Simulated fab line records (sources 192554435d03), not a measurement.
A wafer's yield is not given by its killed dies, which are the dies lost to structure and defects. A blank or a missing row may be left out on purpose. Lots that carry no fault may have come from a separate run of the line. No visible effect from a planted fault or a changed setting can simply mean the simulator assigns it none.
Struck lot and sound lot, side by side    flow n5 finfet    16 out of 1938 route steps
Sound: the wafers L219.1, L219.5, L219.6. Struck: wafer L226.1 (L226.2, L226.6, from the same lot, were not struck and are left out); the cause is given at the end.
Per side, at each step with rows, come the tool, then ch with its chambers, and then its first start. Under that, the readings that differ: sound wafers    struck wafers    difference of the means    sigmas: that difference in standard deviations of wafers without a fault.
alike: readings whose means differ by less than 2 such deviations, and words and numbers that are the same on both sides. not compared: withheld readings, readings that some wafer has no value for, bounds like >300 that may hide the same value, and numbers for which the record gives no deviation and whose values overlap.
The two part at a step that has a row with sigmas, a row that says differs or no value, or rows on one side only. Non-overlapping numbers with no deviation appear without sigmas and do not part them. Lack of a reading on every wafer of one side parts them only where that side has two or more wafers.

first, 7 steps without rows for these wafers: N5_BEOL_M4_COAT_76 (time 60 s, resist thk 5 nm); N5_BEOL_M4_COAT_22 (resist thk 30 nm); N5_BEOL_M4_EBR_24; N5_BEOL_M4_SOFTBAKE_23 (time 60 s); N5_BEOL_M4_EXPOSE_25 (exposes mask V3, defocus 5 nm); N5_BEOL_M4_PEB_26 (peb time 60 s); N5_BEOL_M4_DEVELOP_27 (develop time 30 s).
N5_BEOL_M4_CD_MEAS_28: target cd 26.2 nm, target cd y 24.1 nm.
  sound on cd sem-02 ch 0, day 12 19:44; struck on cd sem-02 ch 0, day 13 12:40
  alike: cd nm
N5_BEOL_M4_OVL_MEAS_29:
  sound on overlay-02 ch 0, day 12 19:46; struck on overlay-01 ch 0, day 13 12:42
  alike: V3_OVL
N5_BEOL_M4_INSPECT_30: inspects for defects (brightfield).
  struck on defect inspect-02, day 13 12:46; sound on defect inspect-01, day 12 19:50
  alike: raw defect count
N5_BEOL_M4_DESCUM_33: chemistry O2, time 7 s.
  sound on rie diel-05 ch 1,2,3, day 12 20:06; struck on rie diel-04 ch 0, day 13 12:47
  alike: drypump motor current A, oes product au, rf vpp V, showerhead plenum p Torr, throttle valve pct
  not compared: rf hours counter h
N5_BEOL_M4_ETCH_77: etches underlayer in N2/H2, target depth 6.5 nm, time 5.2 s.
  sound on rie diel-05 ch 1,2,3, day 12 20:08; struck on rie diel-04 ch 0, day 13 12:49
  alike: drypump motor current A, etch rf on time s, oes product au, rf vpp V, showerhead plenum p Torr, throttle valve pct
  not compared: rf hours counter h
N5_BEOL_M4_ETCH_69: etches SiARC in CF4, target depth 15.6 nm, time 26 s.
  sound on rie diel-05 ch 1,2,3, day 12 20:09; struck on rie diel-04 ch 0, day 13 12:50
reading                sound           struck  difference  sigmas
etch rf on time s (s)  26.5 26.4 26.2  41.0    +14.6       +43
  alike: drypump motor current A, oes product au, rf vpp V, showerhead plenum p Torr, throttle valve pct
  not compared: rf hours counter h
N5_BEOL_M4_ALD_98: deposits SiO2, target thk 2.5 nm, pulse time 1 s, co reactant pulse time 1 s.
  sound on ald sin-01 ch 2,3, day 12 20:14; struck on ald sin-01 ch 0, day 13 12:55
  alike: heater power w, precursor pulse height rel
N5_BEOL_M4_RC_MEAS_101:
  sound on prober-02 ch 0, day 13 02:02; struck on prober-01 ch 0, day 14 17:59
  alike: DIBL_N, DIBL_P, IOFF_N, IOFF_P, ION_N, ION_P, SS_N, SS_P, VT_N, VT_P
then, 1 step without rows for these wafers: N5_PASSIVATION_PROBE_49.

== WHERE THEY PART ==
Only at N5_BEOL_M4_ETCH_69, as far as this record shows. Later steps at which nothing parts them and some readings are alike: N5_BEOL_M4_ALD_98, N5_BEOL_M4_RC_MEAS_101.

WHY: the cause the simulator had injected
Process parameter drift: rie diel-04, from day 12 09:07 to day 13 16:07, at N5_BEOL_M4_ETCH_69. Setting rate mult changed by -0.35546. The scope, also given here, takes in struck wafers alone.
